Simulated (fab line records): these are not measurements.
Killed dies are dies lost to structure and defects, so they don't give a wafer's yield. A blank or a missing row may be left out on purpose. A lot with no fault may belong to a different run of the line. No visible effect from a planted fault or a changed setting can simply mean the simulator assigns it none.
Matching of chambers ; flow n5 finfet ; ald sin-01 running N5_GATE_CUT_SAC_CAP_01: 4 sister chambers
The step material SiNx, target thk 24 nm, pulse time 1 s, ald cycles 480. 24 wafers are shown with their chamber, then 12 later ones without.

== WAFERS WITH THEIR CHAMBER ==
wafer;chamber;heater power w (W);precursor pulse height rel
L074.1;1;858;0.969
L074.3;2;694;1.014
L074.5;3;803;0.999
L075.3;3;799;1.021
L075.5;0;1067;0.983
L075.6;1;862;1.005
L078.1;3;781;1.047
L078.2;1;849;0.974
L078.3;2;716;1.015
L078.4;0;1035;0.973
L078.5;3;805;1.031
L078.6;0;1055;1.035
L079.1;3;801;0.998
L079.2;1;852;1.015
L079.3;0;1058;1.013
L079.4;2;709;0.991
L079.5;3;819;1.016
L079.6;0;1051;1.007
L081.2;3;805;0.975
L081.4;1;872;0.982
L081.5;0;1068;0.979
L082.3;2;690;0.996
L082.4;3;773;0.985
L082.5;1;885;0.980

SIGNATURES, as means of the wafers listed above
reading;chamber 0;chamber 1;chamber 2;chamber 3;scatter within a chamber
heater power w;1055.67;863.00;702.25;798.25;13.4
precursor pulse height rel;0.99833;0.98750;1.00400;1.00900;0.0213
Rule: for a wafer and a chamber, the distance is found by dividing, reading by reading, the gap between the wafer's reading and the chamber's mean by the reading's scatter, squaring, summing and taking the root. If the next closest chamber is less than 2 further off than the closest, the wafer can't be placed; otherwise it belongs to the closest. The scatter: the root of (the sum of the squares of (reading less its chamber's mean) over the shown wafers, divided by (wafers less chambers)).

== WAFERS MISSING THEIR CHAMBER ==
wafer;heater power w (W);precursor pulse height rel
L089.2;696;1.012
L089.5;1050;0.996
L089.6;797;0.999
L090.1;1048;0.985
L090.2;888;0.983
L090.3;832;1.001
L094.2;801;0.992
L094.3;853;1.011
L094.5;869;0.952
L097.1;704;0.970
L097.2;778;0.998
L097.4;867;1.008

== THE CHAMBER EACH PASSED THROUGH ==
wafer;from the rows above;in truth
L089.2;2;2
L089.5;0;0
L089.6;3;3
L090.1;0;0
L090.2;1;1
L090.3;can't be placed: 1 or 3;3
L094.2;3;3
L094.3;1;1
L094.5;1;1
L097.1;2;2
L097.2;3;3
L097.4;1;1
Correctly placed: 11 of 12. Not placeable from these rows: 1 (in 1, the candidates include the true chamber). Wrongly placed: 0.
